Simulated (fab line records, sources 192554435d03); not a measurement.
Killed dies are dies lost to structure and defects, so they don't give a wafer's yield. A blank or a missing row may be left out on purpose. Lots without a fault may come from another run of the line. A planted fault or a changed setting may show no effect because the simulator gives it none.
fab line records | flow n5_finfet
record lots=7 wafers=21 last_day=17
route steps=1938 shown MOL_CONTACT_COAG@519 BEOL_M4@1111
lots that met no fault: from a run of the same line without faults
start_h: hours from the record's first day to the start of the lot's first wafer shown | wait_h: hours since the lot's step before | " the same as in the row above | L1.1+2: a row that stands for several wafers | - no value, or no start given | * or withheld: withheld | < > ~ a bound
route shown NAME@n: a module of which the file shows steps, and the number in the route of the first | usual: mean/standard deviation of fault-free wafers | same: alike in all rows | chamber/n: place in a boat | sites: the reading at each site | _std_site: their standard deviation | _edge_site: outer sites' mean less inner sites' | radius_mm: how far each site lies from the wafer's centre | mask NAME#n: copy n | behind: the tool/chamber that last shaped the wafer | hold: why the lot was held/for how many hours/how that ended | device: the transistor (n, p or np) that didn't switch | end of line: the same wafers' tests at the end of the route | a step without rows: its recipe alone | killed: dies lost to structure and defects at the first sort, not the wafer's yield | map: a wafer's dies, x killed, . not, _ none there
set.NAME: the setting as run; set.NAME@STEP: as run at that earlier step | model.NAME: the simulator's own value behind a step, which no gauge read
lots at some steps of the route; a table a step, a row a wafer
services: from which hour (start_h, from the record's first day; less than 0 if before it) a tool's chamber was out of use, for how many hours, and why
## steps
# step N5_MOL_CONTACT_COAG_COAT_58
# recipe resist=underlayer temp_c=205 time_s=60 spin_rpm=1500 resist_thk_nm=10
# step N5_MOL_CONTACT_COAG_COAT_02
# recipe resist=CAR-EUV spin_rpm=1500 resist_thk_nm=30
# step N5_MOL_CONTACT_COAG_EBR_04
# recipe solvent=PGMEA ebr_width_mm=1.5
# step N5_MOL_CONTACT_COAG_SOFTBAKE_03
# recipe temp_c=110 time_s=60 resist=CAR-EUV
# step N5_MOL_CONTACT_COAG_EXPOSE_05
# recipe mask_id=CA na=0.33 source_shape=annular sigma_inner=0.4 sigma_outer=0.8 polarization=unpolarized defocus_nm=0 dose_mj=38.25
# step N5_MOL_CONTACT_COAG_PEB_06
# recipe peb_temp_c=100 peb_time_s=60 resist=CAR-EUV
# step N5_MOL_CONTACT_COAG_DEVELOP_07
# recipe develop_time_s=30 developer=TMAH resist=CAR-EUV rinse_liquid=surfactant_rinse dry=air_spin dev_temp_c=23
# step N5_MOL_CONTACT_COAG_CD_MEAS_08
# recipe target_cd_nm=28 landing_energy_ev=500 detector=se_inlens polarity=opening
# usual cd_nm=28.05/0.26
# columns lot.wafer tool chamber start_h wait_h cd_nm
L340.1 cd_sem-02 0 87.78 - 28.07
L340.5 " 0 " " 28.04
L340.6 " 0 " " 27.76
L348.2 cd_sem-01 0 138.15 - 28.35
L348.4 " 0 " " 28.21
L348.6 " 0 " " 28.13
L351.1 cd_sem-02 0 157.55 - 27.85
L351.3 " 0 " " 27.86
L351.4 " 0 " " 28.05
L355.3 cd_sem-01 0 180.14 - 27.96
L355.5 " 0 " " 27.89
L355.6 " 0 " " 28.03
L356.4 cd_sem-03 0 182.54 - 28.49
L356.5 " 0 " " 28.14
L356.6 " 0 " " 28.26
L357.1 cd_sem-01 0 190.42 - 27.88
L357.2 " 0 " " 27.76
L357.5 " 0 " " 28.24
L363.2 cd_sem-01 0 226.77 - 28.08
L363.4 " 0 " " 28.04
L363.5 " 0 " " 27.65
# step N5_MOL_CONTACT_COAG_OVL_MEAS_09
# recipe points_per_wafer=522
# usual CA_OVL=0.4/0.75
# columns lot.wafer tool chamber start_h wait_h CA_OVL[nm]
L340.1 overlay-01 0 87.81 0.0 0.0
L340.5 " 0 " " -0.6
L340.6 " 0 " " -0.1
L348.2 overlay-02 0 138.18 0.0 0.5
L348.4 " 0 " " 0.6
L348.6 " 0 " " 0.2
L351.1 overlay-02 0 157.58 0.0 0.2
L351.3 " 0 " " 0.8
L351.4 " 0 " " 1.0
L355.3 overlay-02 0 180.18 0.0 1.3
L355.5 " 0 " " 2.3
L355.6 " 0 " " 1.0
L356.4 overlay-01 0 182.58 0.0 0.8
L356.5 " 0 " " 1.2
L356.6 " 0 " " 1.3
L357.1 overlay-01 0 190.45 0.0 0.6
L357.2 " 0 " " -0.2
L357.5 " 0 " " 2.0
L363.2 overlay-02 0 226.80 0.0 -1.1
L363.4 " 0 " " -0.6
L363.5 " 0 " " 1.2
# step N5_MOL_CONTACT_COAG_INSPECT_10
# recipe mode=adi inspect_instrument=brightfield
# usual raw_defect_count=80/30
# columns lot.wafer tool chamber start_h wait_h raw_defect_count
L340.1 defect_inspect-01 - 87.87 0.1 79
L340.5 " - " " 64
L340.6 " - " " 55
L348.2 defect_inspect-01 - 138.25 0.1 83
L348.4 " - " " 81
L348.6 " - " " 107
L351.1 defect_inspect-02 - 157.64 0.1 147
L351.3 " - " " 95
L351.4 " - " " 122
L355.3 defect_inspect-01 - 180.23 0.0 44
L355.5 " - " " 48
L355.6 " - " " 50
L356.4 defect_inspect-02 - 182.63 0.0 107
L356.5 " - " " 110
L356.6 " - " " 107
L357.1 defect_inspect-01 - 190.50 0.1 54
L357.2 " - " " 81
L357.5 " - " " 43
L363.2 defect_inspect-02 - 226.86 0.0 134
L363.4 " - " " 64
L363.5 " - " " 47
# step N5_MOL_CONTACT_COAG_DESCUM_13
# recipe chemistry=O2 time_s=7 source_power_w=50 bias_power_w=20 pressure_mtorr=20 rf_frequency_hz=2.712e+07 temp_c=40 resist=CAR-EUV o2_flow_sccm=225
# step N5_MOL_CONTACT_COAG_ETCH_59
# recipe chemistry=N2/H2 target=underlayer target_depth_a=130 mask_material=CAR-EUV time_s=10.4 ion_energy_ev=200 pressure_mtorr=30 source_w=840 bias_w=150 n2_flow_sccm=200 h2_flow_sccm=200 ends=cleared
# usual bias_w=150.0/0.42 chamber_pressure_mTorr=30.002/0.028 drypump_motor_current_A=5.7/0.48 etch_rf_on_time_s=10.37/0.14 h2_flow_sccm=200.0/0.63 oes_product_au=0.67/0.068 rf_vpp_V=524.8/2.7 showerhead_plenum_p_Torr=2.57/0.094 throttle_valve_pct=17.93/0.26
# columns lot.wafer tool chamber start_h wait_h bias_w chamber_pressure_mTorr drypump_motor_current_A etch_rf_on_time_s h2_flow_sccm oes_product_au rf_hours_counter_h rf_vpp_V showerhead_plenum_p_Torr throttle_valve_pct
L340.1 rie_diel-01 1 87.98 0.0 149.5 30.028 5.6 10.26 200.6 0.79 18 528.9 2.71 17.57
L340.5 " 1 " " 149.7 30.026 5.6 10.31 199.4 0.78 - 528.1 2.71 17.56
L340.6 " 0 " " 150.3 29.997 5.7 10.53 200.1 0.65 - 521.6 2.44 18.01
L348.2 rie_diel-06 0 138.31 0.0 150.4 30.033 5.7 10.23 200.1 0.81 10 523.6 2.50 17.64
L348.4 " 1 " " 149.0 29.970 5.0 10.35 200.0 0.81 4 522.2 2.49 17.49
L348.6 " 1 " " 149.4 29.985 5.0 10.45 199.4 0.81 - 522.4 2.49 17.49
L351.1 rie_diel-01 3 157.74 0.0 150.4 29.977 6.2 10.27 199.8 0.67 120 526.2 2.66 17.86
L351.3 " 2 " " 150.1 29.993 5.0 10.46 199.6 0.60 230 525.7 2.62 18.23
L351.4 " 0 " " 150.1 30.040 5.6 10.59 199.7 0.63 170 519.9 2.43 18.05
L355.3 rie_diel-01 1 180.34 0.0 149.9 29.974 5.6 10.38 200.0 0.73 54 526.3 2.69 17.60
L355.5 " 3 " " 150.4 29.974 6.2 10.27 201.0 0.66 - 528.0 2.66 17.88
L355.6 " 2 " " 149.9 29.966 5.0 10.45 201.1 0.59 - 525.9 2.61 18.23
L356.4 rie_diel-06 1 182.87 0.0 150.2 30.016 5.0 10.35 200.2 0.77 17 525.2 2.48 17.51
L356.5 " 0 " " 149.4 29.977 5.7 10.28 200.3 0.78 - 523.8 2.49 17.67
L356.6 " 1 " " 149.6 30.036 5.0 10.37 200.4 0.77 - 521.2 2.48 17.55
L357.1 rie_diel-01 0 190.57 0.0 149.6 30.054 5.7 10.52 199.9 0.63 183 519.8 2.42 18.08
L357.2 " 1 " " 149.4 30.043 5.6 10.37 200.1 0.72 58 527.1 2.69 17.62
L357.5 " 0 " " 150.2 29.960 5.7 10.49 199.6 0.63 - 520.1 2.42 18.08
L363.2 rie_diel-01 2 226.93 0.0 149.9 29.955 5.1 10.50 199.0 0.59 248 527.2 2.61 18.24
L363.4 " 3 " " 150.1 30.007 6.2 10.41 200.1 0.64 148 526.2 2.65 17.90
L363.5 " 2 " " 150.0 29.973 5.1 10.51 199.6 0.59 - 526.4 2.61 18.26
# step N5_MOL_CONTACT_COAG_ETCH_105
# recipe chemistry=CF4 target=SiARC target_depth_a=156 mask_material=CAR-EUV time_s=26 ion_energy_ev=80 pressure_mtorr=40 source_w=545 bias_w=36 Ar_flow_sccm=100 cf4_flow_sccm=100 ends=cleared
# usual bias_w=36.03/0.088 cf4_flow_sccm=99.96/0.29 drypump_motor_current_A=5.7/0.48 etch_rf_on_time_s=25.9/0.34 oes_product_au=0.67/0.068 rf_vpp_V=184.3/1.2 showerhead_plenum_p_Torr=2.17/0.073 throttle_valve_pct=15.66/0.24
# columns lot.wafer tool chamber start_h wait_h bias_w cf4_flow_sccm drypump_motor_current_A etch_rf_on_time_s oes_product_au rf_hours_counter_h rf_vpp_V showerhead_plenum_p_Torr throttle_valve_pct model.CAR-EUV_of_MOL_CONTACT_COAG_COAT_02.thk_nm
L340.1 rie_diel-01 1 88.00 0.0 36.17 99.97 5.6 25.6 0.78 18 187.1 2.27 15.32 5.4
L340.5 " 1 " " 36.08 100.08 5.6 25.6 0.78 - 185.4 2.27 15.31 5.6
L340.6 " 0 " " 35.88 100.37 5.7 26.1 0.66 - 181.9 2.07 15.78 5.6
L348.2 rie_diel-06 0 138.33 0.0 36.07 99.84 5.7 25.6 0.81 10 183.0 2.10 15.32 5.4
L348.4 " 1 " " 36.04 100.53 5.0 26.1 0.81 4 184.2 2.10 15.32 5.4
L348.6 " 1 " " 35.95 99.91 5.0 26.3 0.81 - 183.7 2.11 15.33 5.6
L351.1 rie_diel-01 3 157.76 0.0 36.13 99.55 6.2 25.9 0.67 120 185.1 2.24 15.59 5.4
L351.3 " 2 " " 36.06 100.27 5.0 26.1 0.60 230 183.2 2.20 15.99 5.2
L351.4 " 0 " " 35.91 100.06 5.7 26.5 0.63 170 181.9 2.06 15.84 5.2
L355.3 rie_diel-01 1 180.36 0.0 - - - - - - - - - 14.6
L355.5 " 3 " " - - - - - - - - - 14.4
L355.6 " 2 " " - - - - - - - - - 14.4
L356.4 rie_diel-06 1 182.89 0.0 - - - - - - - - - 14.8
L356.5 " 0 " " - - - - - - - - - 14.8
L356.6 " 1 " " - - - - - - - - - 14.8
L357.1 rie_diel-01 0 190.59 0.0 - - - - - - - - - 14.8
L357.2 " 1 " " - - - - - - - - - 14.8
L357.5 " 0 " " - - - - - - - - - 14.8
L363.2 rie_diel-01 2 226.95 0.0 35.97 99.56 5.0 26.2 0.58 248 185.8 2.19 16.02 5.4
L363.4 " 3 " " 35.88 99.80 6.2 26.1 0.64 148 183.1 2.23 15.63 5.2
L363.5 " 2 " " 36.13 99.98 5.0 26.6 0.58 - 184.4 2.19 16.03 5.2
# step N5_MOL_CONTACT_COAG_ETCH_106
# recipe chemistry=N2/H2 target=SOC target_depth_a=800 overetch_a=160 mask_material=SiARC temp_c=40 time_s=120 ion_energy_ev=200 pressure_mtorr=30 source_w=840 bias_w=150 n2_flow_sccm=200 h2_flow_sccm=200
# usual bias_w=150.0/0.49 chamber_pressure_mTorr=30.003/0.028 drypump_motor_current_A=5.7/0.48 h2_flow_sccm=200.1/0.58 oes_product_au=0.70/0.069 rf_vpp_V=524.9/2.7 showerhead_plenum_p_Torr=2.57/0.094 throttle_valve_pct=17.90/0.26
# same time_s=120
# columns lot.wafer tool chamber start_h wait_h bias_w chamber_pressure_mTorr drypump_motor_current_A h2_flow_sccm oes_product_au rf_hours_counter_h rf_vpp_V showerhead_plenum_p_Torr throttle_valve_pct
L340.1 rie_diel-01 1 88.03 0.0 149.9 30.011 5.6 200.8 0.81 18 529.6 2.71 17.52
L340.5 " 1 " " 150.7 30.028 5.6 200.4 0.82 - 528.3 2.71 17.51
L340.6 " 0 " " 150.6 29.949 5.7 200.0 0.69 - 520.2 2.44 17.97
L348.2 rie_diel-06 0 138.36 0.0 150.4 30.045 5.8 201.0 0.84 10 521.9 2.50 17.60
L348.4 " 1 " " 149.7 30.040 5.0 201.4 0.85 4 521.7 2.49 17.47
L348.6 " 1 " " 149.6 30.026 5.0 200.1 0.84 - 522.5 2.49 17.47
L351.1 rie_diel-01 3 157.79 0.0 150.0 30.082 6.2 200.9 0.70 120 528.1 2.66 17.84
L351.3 " 2 " " 150.3 29.984 5.1 199.9 0.63 230 524.6 2.62 18.21
L351.4 " 0 " " 150.1 29.996 5.7 200.5 0.67 170 520.5 2.43 18.04
L355.3 rie_diel-01 1 180.38 0.0 149.7 30.031 5.6 200.0 0.31 54 528.2 2.69 17.52
L355.5 " 3 " " 150.1 29.973 6.2 200.3 0.29 - 526.6 2.66 17.78
L355.6 " 2 " " 149.5 30.016 5.0 200.4 0.26 - 525.7 2.61 18.15
L356.4 rie_diel-06 1 182.92 0.0 149.4 29.983 5.0 200.3 0.35 17 521.8 2.48 17.45
L356.5 " 0 " " 149.9 30.002 5.7 198.8 0.34 - 523.2 2.49 17.57
L356.6 " 1 " " 149.4 30.004 5.0 200.4 0.34 - 522.0 2.48 17.44
L357.1 rie_diel-01 0 190.62 0.0 149.8 29.993 5.6 199.8 0.27 183 520.8 2.42 17.99
L357.2 " 1 " " 150.5 30.036 5.6 199.2 0.32 58 528.5 2.69 17.55
L357.5 " 0 " " 149.4 29.955 5.7 199.9 0.28 - 519.9 2.42 18.00
L363.2 rie_diel-01 2 226.97 0.0 150.3 30.015 5.0 199.4 0.62 248 526.0 2.61 18.24
L363.4 " 3 " " 150.2 29.988 6.2 199.0 0.68 148 527.4 2.65 17.87
L363.5 " 2 " " 151.2 30.029 5.1 200.4 0.62 - 525.9 2.61 18.23
# step N5_MOL_CONTACT_COAG_STRIP_107
# recipe chemistry=N2/H2 temp_c=40 n2_flow_sccm=200 h2_flow_sccm=200 rf_frequency_hz=6e+07
# step N5_MOL_CONTACT_COAG_STRIP_108
# recipe chemistry=N2/H2 temp_c=40 n2_flow_sccm=200 h2_flow_sccm=200 rf_frequency_hz=6e+07
# step N5_MOL_CONTACT_COAG_CONTACT_ETCH_14
# recipe chemistry=C4F6/O2 target=SiO2 target_depth_a=275 overetch_a=85 mask_material=SOC pressure_mtorr=30 source_w=370 bias_w=185 Ar_flow_sccm=300 C4F6_flow_sccm=16 O2_flow_sccm=10 time_s=20 ion_energy_ev=259.6
# usual C4F6_flow_sccm=16.00/0.041 O2_flow_sccm=10.01/0.032 drypump_motor_current_A=5.7/0.48 oes_product_au=0.67/0.066 rf_vpp_V=694/3.4 showerhead_plenum_p_Torr=2.91/0.095 throttle_valve_pct=21.33/0.23
# same time_s=20
# columns lot.wafer tool chamber start_h wait_h C4F6_flow_sccm O2_flow_sccm drypump_motor_current_A oes_product_au rf_hours_counter_h rf_vpp_V showerhead_plenum_p_Torr throttle_valve_pct
L340.1 rie_diel-01 1 88.13 0.0 16.04 9.97 5.6 0.78 18 698 3.05 21.02
L340.5 " 1 " " 16.04 9.97 5.6 0.78 - 697 3.05 21.00
L340.6 " 0 " " 15.98 10.09 5.6 0.66 - 688 2.78 21.47
L348.2 rie_diel-06 0 138.46 0.0 16.04 9.98 5.7 0.80 10 692 2.82 21.04
L348.4 " 1 " " 16.02 10.01 5.0 0.82 4 692 2.83 21.07
L348.6 " 1 " " 16.06 9.99 5.0 0.81 - 690 2.83 21.10
L351.1 rie_diel-01 3 157.89 0.0 16.07 10.01 6.2 0.67 120 698 3.00 21.18
L351.3 " 2 " " 16.04 9.95 5.1 0.60 230 695 2.96 21.61
L351.4 " 0 " " 16.08 10.00 5.6 0.64 170 688 2.77 21.55
L355.3 rie_diel-01 1 180.49 0.0 15.95 10.00 5.6 0.32 54 699 3.04 20.87
L355.5 " 3 " " 16.03 10.01 6.2 0.28 - 696 2.99 21.02
L355.6 " 2 " " 15.98 9.98 5.1 0.27 - 696 2.95 21.44
L356.4 rie_diel-06 1 183.02 0.0 15.90 9.99 5.0 0.34 17 690 2.83 20.90
L356.5 " 0 " " 16.00 10.01 5.7 0.34 - 692 2.82 20.86
L356.6 " 1 " " 15.89 9.98 5.0 0.34 - 690 2.83 20.90
L357.1 rie_diel-01 0 190.72 0.0 16.00 9.98 5.7 0.28 184 687 2.76 21.34
L357.2 " 1 " " 16.02 9.94 5.6 0.31 58 699 3.03 20.85
L357.5 " 0 " " 15.99 9.97 5.7 0.27 - 688 2.76 21.36
L363.2 rie_diel-01 2 227.07 0.0 15.98 9.97 5.0 0.59 248 695 2.95 21.65
L363.4 " 3 " " 15.96 10.03 6.2 0.64 148 696 2.99 21.25
L363.5 " 2 " " 15.94 10.03 5.0 0.59 - 694 2.95 21.66
# step N5_MOL_CONTACT_COAG_STRIP_109
# recipe chemistry=C4F6/O2 resist=SiARC rf_frequency_hz=6e+07
# step N5_MOL_CONTACT_COAG_ETCH_15
# recipe chemistry=CH3F/O2 target=SiNx target_depth_a=70 mask_material=SOC stop_on=Si:P over_etch_frac=0.75 ion_energy_ev=120 pressure_mtorr=30 source_w=395 bias_w=73 Ar_flow_sccm=150 CH3F_flow_sccm=30 O2_flow_sccm=20
# usual CH3F_flow_sccm=29.98/0.09 O2_flow_sccm=20.00/0.058 drypump_motor_current_A=5.7/0.48 oes_product_au=0.58/0.056 rf_vpp_V=296.4/2.7 showerhead_plenum_p_Torr=2.02/0.07 throttle_valve_pct=16.38/0.24
# columns lot.wafer tool chamber start_h wait_h CH3F_flow_sccm O2_flow_sccm drypump_motor_current_A oes_product_au rf_hours_counter_h rf_vpp_V showerhead_plenum_p_Torr throttle_valve_pct
L340.1 rie_diel-01 1 88.16 0.0 29.90 20.06 5.6 0.67 18 298.7 2.13 16.04
L340.5 " 1 " " 29.98 20.03 5.6 0.66 - 300.1 2.13 16.01
L340.6 " 0 " " 30.15 19.95 5.6 0.56 - 293.5 1.93 16.51
L348.2 rie_diel-06 0 138.50 0.0 30.12 20.02 5.7 0.69 10 297.8 1.96 16.06
L348.4 " 1 " " 29.94 20.05 5.0 0.69 4 293.0 1.97 16.09
L348.6 " 1 " " 29.90 19.98 5.0 0.69 - 293.4 1.97 16.10
L351.1 rie_diel-01 3 157.92 0.0 30.07 19.98 6.2 0.57 120 299.8 2.09 16.28
L351.3 " 2 " " 29.92 20.06 5.0 0.52 230 293.2 2.06 16.72
L351.4 " 0 " " 30.00 20.08 5.6 0.55 170 293.7 1.92 16.57
L355.3 rie_diel-01 1 180.52 0.0 30.05 19.92 5.6 0.32 54 300.7 2.11 16.08
L355.5 " 3 " " 29.97 19.97 6.2 0.29 - 300.2 2.09 16.28
L355.6 " 2 " " 29.93 19.93 5.1 0.27 - 292.6 2.05 16.71
L356.4 rie_diel-06 1 183.06 0.0 29.99 19.96 5.0 0.33 17 293.1 1.96 16.08
L356.5 " 0 " " 30.07 19.99 5.7 0.35 - 297.7 1.95 16.03
L356.6 " 1 " " 29.98 19.94 5.0 0.34 - 292.5 1.96 16.09
L357.1 rie_diel-01 0 190.76 0.0 30.01 19.99 5.7 0.28 184 293.3 1.91 16.56
L357.2 " 1 " " 29.94 19.97 5.6 0.32 58 299.5 2.11 16.08
L357.5 " 0 " " 29.93 19.96 5.7 0.27 - 293.4 1.91 16.58
L363.2 rie_diel-01 2 227.11 0.0 29.96 20.08 5.0 0.51 248 292.2 2.05 16.74
L363.4 " 3 " " 29.80 20.07 6.1 0.55 148 300.4 2.08 16.34
L363.5 " 2 " " 29.95 20.07 5.0 0.50 - 293.3 2.05 16.75
# step N5_MOL_CONTACT_COAG_ETCH_110
# recipe chemistry=CF4/O2 target=Si target_depth_a=25 time_s=8 pressure_mtorr=100 source_w=200 bias_w=12 ion_energy_ev=60 Ar_flow_sccm=100 cf4_flow_sccm=100 O2_flow_sccm=10
# usual O2_flow_sccm=10.001/0.027 bias_w=12.00/0.037 drypump_motor_current_A=5.7/0.48 oes_product_au=0.79/0.079 rf_vpp_V=127.2/1.4 showerhead_plenum_p_Torr=2.25/0.074 throttle_valve_pct=10.79/0.28
# same time_s=8
# columns lot.wafer tool chamber start_h wait_h O2_flow_sccm bias_w drypump_motor_current_A oes_product_au rf_hours_counter_h rf_vpp_V showerhead_plenum_p_Torr throttle_valve_pct
L340.1 rie_diel-01 1 88.22 0.0 10.050 12.07 5.6 0.92 18 130.0 2.36 10.36
L340.5 " 1 " " 10.034 12.04 5.6 0.92 - 129.5 2.36 10.36
L340.6 " 0 " " 10.045 11.96 5.6 0.76 - 126.1 2.15 10.93
L348.2 rie_diel-06 0 138.56 0.0 10.011 12.02 5.7 0.94 10 126.4 2.18 10.37
L348.4 " 1 " " 9.969 11.98 5.0 0.95 4 126.5 2.19 10.37
L348.6 " 1 " " 9.994 12.01 5.0 0.94 - 126.6 2.19 10.39
L351.1 rie_diel-01 3 157.98 0.0 9.990 11.95 6.2 0.78 120 128.5 2.32 10.72
L351.3 " 2 " " 10.093 12.05 5.0 0.69 230 125.9 2.28 11.18
L351.4 " 0 " " 9.951 12.01 5.6 0.74 170 124.8 2.14 10.98
L355.3 rie_diel-01 1 180.58 0.0 9.958 11.99 5.6 0.85 54 127.6 2.35 10.47
L355.5 " 3 " " 10.006 11.99 6.2 0.77 - 128.7 2.32 10.77
L355.6 " 2 " " 9.983 11.96 5.0 0.70 - 127.4 2.28 11.22
L356.4 rie_diel-06 1 183.12 0.0 10.013 12.09 5.0 0.90 17 125.9 2.18 10.42
L356.5 " 0 " " 10.051 12.03 5.7 0.91 - 127.3 2.18 10.40
L356.6 " 1 " " 9.992 12.06 5.0 0.89 - 125.9 2.18 10.42
L357.1 rie_diel-01 0 190.82 0.0 9.988 12.04 5.6 0.73 184 127.4 2.13 11.04
L357.2 " 1 " " 9.983 11.99 5.6 0.84 58 129.0 2.34 10.48
L357.5 " 0 " " 9.937 12.01 5.6 0.73 - 125.8 2.13 11.02
L363.2 rie_diel-01 2 227.17 0.0 10.046 11.98 5.0 0.68 248 126.8 2.28 11.24
L363.4 " 3 " " 10.005 12.00 6.2 0.76 148 127.3 2.31 10.80
L363.5 " 2 " " 10.015 12.02 5.0 0.68 - 125.7 2.28 11.25
# step N5_MOL_CONTACT_COAG_STRIP_98
# recipe chemistry=N2/H2 power_w=500 temp_c=40 pressure_mtorr=50 rf_frequency_hz=6e+07 overash_fraction=0.3 bias_power_w=8 h2_frac=0.5 n2_flow_sccm=300 h2_flow_sccm=300
# usual drypump_motor_current_A=5.7/0.48 h2_flow_sccm=300.0/0.87 oes_product_au=0.79/0.081 rf_vpp_V=54.4/1.5 showerhead_plenum_p_Torr=3.40/0.12 throttle_valve_pct=19.0/0.37
# columns lot.wafer tool chamber start_h wait_h drypump_motor_current_A h2_flow_sccm oes_product_au rf_hours_counter_h rf_vpp_V showerhead_plenum_p_Torr throttle_valve_pct
L340.1 rie_diel-01 1 88.27 0.0 5.6 299.5 0.93 18 54.1 3.57 18.5
L340.5 " 1 " " 5.6 301.0 0.92 - 54.2 3.57 18.5
L340.6 " 0 " " 5.7 299.5 0.76 - 53.6 3.23 19.2
L348.2 rie_diel-06 0 138.61 0.0 5.7 301.3 0.95 10 54.0 3.30 18.8
L348.4 " 1 " " 5.0 299.9 0.96 4 54.3 3.29 18.4
L348.6 " 1 " " 5.0 299.0 0.94 - 54.5 3.29 18.5
L351.1 rie_diel-01 3 158.03 0.0 6.2 300.9 0.78 120 56.4 3.51 19.0
L351.3 " 2 " " 5.0 300.4 0.69 230 54.8 3.45 19.3
L351.4 " 0 " " 5.7 299.8 0.73 170 54.2 3.21 19.2
L355.3 rie_diel-01 1 180.63 0.0 5.6 302.0 0.84 54 54.7 3.55 18.5
L355.5 " 3 " " 6.2 299.1 0.77 - 56.7 3.51 19.1
L355.6 " 2 " " 5.1 299.5 0.69 - 53.4 3.45 19.3
L356.4 rie_diel-06 1 183.17 0.0 5.0 298.5 0.91 17 53.8 3.28 18.5
L356.5 " 0 " " 5.7 299.7 0.92 - 52.8 3.29 18.8
L356.6 " 1 " " 5.0 298.3 0.92 - 56.1 3.28 18.5
L357.1 rie_diel-01 0 190.87 0.0 5.7 299.3 0.73 184 51.4 3.21 19.3
L357.2 " 1 " " 5.6 300.7 0.85 58 54.0 3.55 18.6
L357.5 " 0 " " 5.7 299.4 0.73 - 55.8 3.21 19.2
L363.2 rie_diel-01 2 227.22 0.0 5.1 299.3 0.67 248 57.3 3.44 19.3
L363.4 " 3 " " 6.2 300.5 0.76 148 55.1 3.50 19.1
L363.5 " 2 " " 5.0 299.4 0.69 - 54.5 3.44 19.3
# step N5_MOL_CONTACT_COAG_CD_MEAS_99
# recipe target_cd_nm=17.2 polarity=opening
# usual cd_nm=17.28/0.28
# columns lot.wafer tool chamber start_h wait_h cd_nm
L340.1 cd_sem-01 - 88.34 - 17.56
L340.5 " - " " 17.79
L340.6 " - " " 16.90
L348.2 cd_sem-01 - 138.68 - 17.50
L348.4 " - " " 17.30
L348.6 " - " " 17.37
L351.1 cd_sem-01 - 158.10 - 17.02
L351.3 " - " " 16.64
L351.4 " - " " 16.83
L355.3 cd_sem-02 - 180.70 - -
L355.5 " - " " -
L355.6 " - " " -
L356.4 cd_sem-01 - 183.24 - -
L356.5 " - " " -
L356.6 " - " " -
L357.1 cd_sem-02 - 190.94 - -
L357.2 " - " " -
L357.5 " - " " -
L363.2 cd_sem-01 - 227.29 - 16.99
L363.4 " - " " 17.23
L363.5 " - " " 17.32
# step N5_MOL_CONTACT_COAG_IMPLANT_129
# recipe species=Ge energy_kev=3 dose_cm2=6e+14 tilt_deg=0 rotation_deg=0
# step N5_BEOL_M4_RC_MEAS_101
# usual DIBL_N=36.5/1.4 DIBL_P=36.6/1.6 IOFF_N=0.160/0.024 IOFF_P=0.217/0.029 ION_N=674/8.7 ION_P=464/6.5 SS_N=71.6/0.47 SS_P=73.4/0.57 VT_N=250.0/2.5 VT_P=-250/3.1
# columns lot.wafer tool chamber start_h wait_h DIBL_N[mV/V] DIBL_P[mV/V] IOFF_N[nA/um] IOFF_P[nA/um] ION_N[uA/um] ION_P[uA/um] SS_N[mV/dec] SS_P[mV/dec] VT_N[mV] VT_P[mV]
L340.1 prober-02 0 167.05 0.0 36.6 36.0 0.154 0.208 679 470 70.9 72.7 249.8 -249
L340.5 " 0 " " 38.1 36.9 0.167 0.226 680 463 71.9 73.4 246.9 -248
L340.6 " 0 " " 37.9 37.5 0.169 0.227 677 468 71.9 73.3 248.0 -250
L348.2 prober-01 0 227.36 0.2 36.2 37.3 0.168 0.262 675 478 71.9 73.5 248.0 -241
L348.4 " 0 " " 36.3 37.5 0.169 0.257 682 474 71.5 74.0 248.9 -243
L348.6 " 0 " " 35.4 36.3 0.145 0.229 664 468 71.2 73.0 249.4 -243
L351.1 prober-02 0 241.98 0.0 39.1 39.7 0.188 0.223 677 455 72.1 74.6 247.6 -252
L351.3 " 0 " " 39.1 39.2 0.189 0.209 668 451 72.9 74.4 250.1 -252
L351.4 " 0 " " 39.9 40.3 0.212 0.237 677 457 71.9 74.1 246.1 -251
L363.2 prober-02 0 304.29 0.2 38.1 38.6 0.208 0.260 689 466 71.6 73.7 244.8 -247
L363.4 " 0 " " 37.4 36.5 0.174 0.223 680 465 72.1 73.2 249.1 -249
L363.5 " 0 " " 37.2 36.6 0.172 0.221 677 460 71.8 73.5 249.9 -250
## services
# columns tool chamber start_h hours kind
rie_diel-01 1 64.71 3.8 repair
rie_diel-06 0 82.34 - clean
rie_diel-06 0 82.34 - consumable_replace:focus_ring
rie_diel-06 0 82.34 29.6 scheduled_down
rie_diel-06 0 82.34 29.6 vent_cycle
rie_diel-06 1 112.08 - clean
rie_diel-06 1 112.08 - consumable_replace:focus_ring
rie_diel-06 1 112.08 16.5 scheduled_down
rie_diel-06 1 112.08 16.5 vent_cycle
rie_diel-06 - 152.14 4.3 pm
rie_diel-01 2 185.30 17.7 repair
## key
first_sign step=N5_MOL_CONTACT_COAG_ETCH_105 reading=tool_record direction=missing
effect step=N5_MOL_CONTACT_COAG_ETCH_106 reading=oes_product_au direction=down sigmas=5.8 usual=0.70 struck=0.31
effect step=N5_MOL_CONTACT_COAG_CONTACT_ETCH_14 reading=oes_product_au direction=down sigmas=5.5 usual=0.67 struck=0.31
effect step=N5_MOL_CONTACT_COAG_ETCH_15 reading=oes_product_au direction=down sigmas=4.8 usual=0.58 struck=0.31
effect step=N5_MOL_CONTACT_COAG_CD_MEAS_99 reading=cd_nm direction=missing
model_effect step=N5_MOL_CONTACT_COAG_ETCH_105 value=CAR-EUV_of_MOL_CONTACT_COAG_COAT_02.thk_nm without=5.489 struck=14.69
met_at N5_MOL_CONTACT_COAG_ETCH_105
struck_wafers L355.3,L355.5,L355.6,L356.4,L356.5,L356.6,L357.1,L357.2,L357.5
later_rows_left_out L355.3,L355.5,L355.6,L356.4,L356.5,L356.6,L357.1,L357.2,L357.5
sort_left_out L355.3,L355.5,L355.6,L356.4,L356.5,L356.6,L357.1,L357.2,L357.5
onset_between 157.76 180.36
fault kind=skipped_step_whole tool=rie_diel-01,rie_diel-06 chamber=- onset_h=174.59 steps=N5_MOL_CONTACT_COAG_ETCH_105 scope=struck_lots_only
# sort_left_out: the simulated sort isn't trusted on such a fault, so these wafers' sort isn't shown, and their yield isn't known
# later_rows_left_out: the simulator's readings of these wafers behind a module that went badly wrong aren't trusted and aren't shown, but for the sort
